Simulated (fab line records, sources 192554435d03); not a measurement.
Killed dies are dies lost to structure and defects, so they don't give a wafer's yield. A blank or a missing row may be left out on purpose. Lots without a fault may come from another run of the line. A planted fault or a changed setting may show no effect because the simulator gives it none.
Which tool did it? | flow n5_finfet | 24 lots, 72 wafers sampled, at 4 steps of a route of 1938

WHAT THE GAUGES READ, wafer by wafer
N5_BEOL_M6_RS_MEAS_57: measures by four-point-probe.
lot  | measured     | on            | M6_RS (ohm/sq)
L074 | day 9 08:11  | film_metro-02 | 0.278 0.272 0.298
L075 | day 9 12:44  | film_metro-02 | 0.293 0.294 0.286
L077 | day 11 12:28 | film_metro-01 | 0.279 0.274 0.282
L078 | day 11 14:15 | film_metro-02 | 0.282 0.270 0.284
L076 | day 11 22:31 | film_metro-02 | 0.269 0.271 0.278
L083 | day 11 22:21 | film_metro-02 | 0.292 0.278 0.268
L081 | day 12 05:22 | film_metro-01 | 0.290 0.300 0.297
L080 | day 12 08:22 | film_metro-01 | 0.294 0.282 0.301
L079 | day 12 15:17 | film_metro-01 | 0.298 0.279 0.290
L082 | day 12 17:37 | film_metro-01 | 0.281 0.282 0.285
L084 | day 13 08:35 | film_metro-01 | 0.276 0.282 0.279
L085 | day 13 13:41 | film_metro-01 | 0.274 0.282 0.279
L086 | day 13 13:24 | film_metro-02 | 0.272 0.293 0.303
L087 | day 13 16:16 | film_metro-01 | 0.292 0.285 0.286
L088 | day 13 16:34 | film_metro-01 | 0.277 0.277 0.286
L091 | day 14 07:40 | film_metro-01 | 0.289 0.277 0.296
L089 | day 14 17:55 | film_metro-01 | 0.280 0.277 0.288
L093 | day 15 05:02 | film_metro-01 | 0.267 0.292 0.289
L090 | day 15 06:12 | film_metro-01 | 0.264 0.294 0.283
L092 | day 15 13:26 | film_metro-01 | 0.280 0.295 0.286
L094 | day 15 13:10 | film_metro-02 | 0.281 0.271 0.281
L095 | day 15 19:52 | film_metro-02 | 0.283 0.284 0.282
L096 | day 16 10:38 | film_metro-02 | 0.272 0.298 0.270
L097 | day 16 12:53 | film_metro-02 | 0.273 0.288 0.272

WHICH TOOL RAN EACH LOT (tool, then ch and the chambers of the sampled wafers, then the start)
lot  | N5_BEOL_M5_SPUTTER_90        | N5_BEOL_M6_DEGAS_44          | N5_BEOL_M6_DEP_56
L074 | pvd_sputter-03, day 9 00:28  | pvd_sputter-02, day 9 06:30  | pecvd-03 ch 0,1,2, day 9 08:07
L075 | pvd_sputter-02, day 9 05:46  | pvd_sputter-03, day 9 10:54  | pecvd-03 ch 0,1, day 9 12:40
L077 | pvd_sputter-03, day 11 00:59 | pvd_sputter-01, day 11 08:13 | pecvd-01 ch 0,1,2, day 11 12:24
L078 | pvd_sputter-03, day 11 05:25 | pvd_sputter-03, day 11 12:35 | pecvd-01 ch 1,2, day 11 14:11
L076 | pvd_sputter-02, day 11 11:27 | pvd_sputter-03, day 11 19:41 | pecvd-01 ch 0,1,2, day 11 22:27
L083 | pvd_sputter-01, day 11 13:10 | pvd_sputter-03, day 11 19:36 | pecvd-04 ch 0,1, day 11 22:16
L081 | pvd_sputter-02, day 11 21:07 | pvd_sputter-02, day 12 03:31 | pecvd-04 ch 0,1, day 12 05:17
L080 | pvd_sputter-01, day 11 22:30 | pvd_sputter-02, day 12 04:55 | pecvd-04 ch 0,1, day 12 08:17
L079 | pvd_sputter-01, day 12 03:58 | pvd_sputter-02, day 12 12:26 | pecvd-03 ch 0,1,2, day 12 15:13
L082 | pvd_sputter-01, day 12 08:59 | pvd_sputter-01, day 12 16:01 | pecvd-04 ch 1,2, day 12 17:32
L084 | pvd_sputter-02, day 12 21:04 | pvd_sputter-01, day 13 06:50 | pecvd-04 ch 0,1, day 13 08:31
L085 | pvd_sputter-01, day 13 00:37 | pvd_sputter-01, day 13 11:40 | pecvd-03 ch 1,2, day 13 13:37
L086 | pvd_sputter-02, day 13 02:52 | pvd_sputter-03, day 13 11:36 | pecvd-04 ch 0,1,2, day 13 13:20
L087 | pvd_sputter-01, day 13 06:26 | pvd_sputter-03, day 13 12:42 | pecvd-01 ch 0,1,2, day 13 16:13
L088 | pvd_sputter-02, day 13 07:17 | pvd_sputter-02, day 13 13:03 | pecvd-03 ch 0,2, day 13 16:29
L091 | pvd_sputter-02, day 13 21:28 | pvd_sputter-03, day 14 05:07 | pecvd-03 ch 0,2, day 14 07:35
L089 | pvd_sputter-01, day 14 05:49 | pvd_sputter-02, day 14 14:11 | pecvd-04 ch 0,2, day 14 17:50
L093 | pvd_sputter-03, day 14 18:19 | pvd_sputter-01, day 15 03:22 | pecvd-01 ch 1,2, day 15 04:58
L090 | pvd_sputter-03, day 14 23:16 | pvd_sputter-03, day 15 04:11 | pecvd-01 ch 0,2, day 15 06:08
L092 | pvd_sputter-01, day 14 23:31 | pvd_sputter-02, day 15 11:19 | pecvd-04 ch 1,2, day 15 13:22
L094 | pvd_sputter-02, day 15 01:12 | pvd_sputter-02, day 15 11:14 | pecvd-04 ch 1,2, day 15 13:05
L095 | pvd_sputter-01, day 15 09:11 | pvd_sputter-02, day 15 16:49 | pecvd-03 ch 0,2, day 15 19:47
L096 | pvd_sputter-02, day 16 00:26 | pvd_sputter-03, day 16 08:52 | pecvd-03 ch 0,1, day 16 10:34
L097 | pvd_sputter-03, day 16 02:32 | pvd_sputter-02, day 16 10:46 | pecvd-01 ch 0,1,2, day 16 12:49
- N5_BEOL_M5_SPUTTER_90: material Cu, target thk 4.5 nm, time 8.29 s.
- N5_BEOL_M6_DEGAS_44: time 60 s.
- N5_BEOL_M6_DEP_56: deposits SiCN from 3MS/NH3, target thk 10 nm, time 17.5 s.

WHAT THE TOOLS THEMSELVES READ (means of the sampled wafers that have a number; where no wafer has one, the mark that the record gives instead)
N5_BEOL_M5_SPUTTER_90.
lot  | tool           | chuck_sensor_temp_C (C) | throttle_valve_pct (%)
L074 | pvd_sputter-03 | -15.9                   | 28.5
L075 | pvd_sputter-02 | -16.1                   | 31.1
L077 | pvd_sputter-03 | -15.8                   | 29.0
L078 | pvd_sputter-03 | -15.7                   | 29.0
L076 | pvd_sputter-02 | -16.3                   | 30.5
L083 | pvd_sputter-01 | -16.8                   | 32.1
L081 | pvd_sputter-02 | -16.2                   | 30.3
L080 | pvd_sputter-01 | -16.2                   | 30.8
L079 | pvd_sputter-01 | -16.5                   | 31.4
L082 | pvd_sputter-01 | -16.0                   | 30.9
L084 | pvd_sputter-02 | -16.2                   | 29.9
L085 | pvd_sputter-01 | -15.9                   | 29.3
L086 | pvd_sputter-02 | -15.7                   | 30.5
L087 | pvd_sputter-01 | -16.9                   | 32.2
L088 | pvd_sputter-02 | -16.1                   | 30.9
L091 | pvd_sputter-02 | -16.3                   | 31.0
L089 | pvd_sputter-01 | -15.8                   | 30.2
L093 | pvd_sputter-03 | -15.7                   | 28.9
L090 | pvd_sputter-03 | -16.0                   | 28.7
L092 | pvd_sputter-01 | -16.2                   | 30.6
L094 | pvd_sputter-02 | -16.2                   | 30.1
L095 | pvd_sputter-01 | -16.4                   | 31.5
L096 | pvd_sputter-02 | -16.2                   | 30.0
L097 | pvd_sputter-03 | -15.8                   | 28.3

N5_BEOL_M6_DEGAS_44.
lot  | tool           | heater_power_w (W)
L074 | pvd_sputter-02 | 331
L075 | pvd_sputter-03 | 331
L077 | pvd_sputter-01 | 347
L078 | pvd_sputter-03 | 336
L076 | pvd_sputter-03 | 337
L083 | pvd_sputter-03 | 338
L081 | pvd_sputter-02 | 337
L080 | pvd_sputter-02 | 334
L079 | pvd_sputter-02 | 308
L082 | pvd_sputter-01 | 369
L084 | pvd_sputter-01 | 344
L085 | pvd_sputter-01 | 356
L086 | pvd_sputter-03 | 325
L087 | pvd_sputter-03 | 358
L088 | pvd_sputter-02 | 332
L091 | pvd_sputter-03 | 348
L089 | pvd_sputter-02 | 311
L093 | pvd_sputter-01 | 379
L090 | pvd_sputter-03 | 333
L092 | pvd_sputter-02 | 353
L094 | pvd_sputter-02 | 312
L095 | pvd_sputter-02 | 323
L096 | pvd_sputter-03 | 333
L097 | pvd_sputter-02 | 338

N5_BEOL_M6_DEP_56.
lot  | tool     | showerhead_plenum_p_Torr (Torr) | throttle_valve_pct (%)
L074 | pecvd-03 | 3.674                           | 9.1
L075 | pecvd-03 | 3.676                           | 9.2
L077 | pecvd-01 | 3.667                           | 9.6
L078 | pecvd-01 | 3.662                           | 9.5
L076 | pecvd-01 | 3.669                           | 9.4
L083 | pecvd-04 | 3.671                           | 9.5
L081 | pecvd-04 | 3.654                           | 9.3
L080 | pecvd-04 | 3.653                           | 9.2
L079 | pecvd-03 | 3.676                           | 9.0
L082 | pecvd-04 | 3.668                           | 9.3
L084 | pecvd-04 | 3.665                           | 9.5
L085 | pecvd-03 | 3.673                           | 9.0
L086 | pecvd-04 | 3.658                           | 9.1
L087 | pecvd-01 | 3.670                           | 9.4
L088 | pecvd-03 | 3.675                           | 9.1
L091 | pecvd-03 | 3.688                           | 9.0
L089 | pecvd-04 | 3.652                           | 8.8
L093 | pecvd-01 | 3.666                           | 9.2
L090 | pecvd-01 | 3.676                           | 9.5
L092 | pecvd-04 | 3.670                           | 9.4
L094 | pecvd-04 | 3.672                           | 9.4
L095 | pecvd-03 | 3.676                           | 9.1
L096 | pecvd-03 | 3.679                           | 9.1
L097 | pecvd-01 | 3.669                           | 9.5

THE ANSWER, worked out from the rows above alone
Rule: what is usual is taken from the lots themselves. Put in order of their means at a reading, lots are off if they are a third of the lots or fewer, leave a main group of 4 or more, and stand apart from it by a gap of 3 or more times the standard deviation of the main group's means; of several such gaps the widest counts. A main group whose means are all the same, to the digits that the tables above print for the reading, isn't used. A lot without any number at a reading at which 4 lots or more have one is off too. The other lots that the step has rows for count as sound. The gauges are gone through in route order, then the tools' own readings, and for those a lot's mean is taken as printed above. The first step at which some lot is off is used, and at that step the reading that is off furthest; a lot without a number counts as furthest.
No lot is off at any reading shown: from this, nothing can be told.

WHAT THE SIMULATOR HAD PUT IN
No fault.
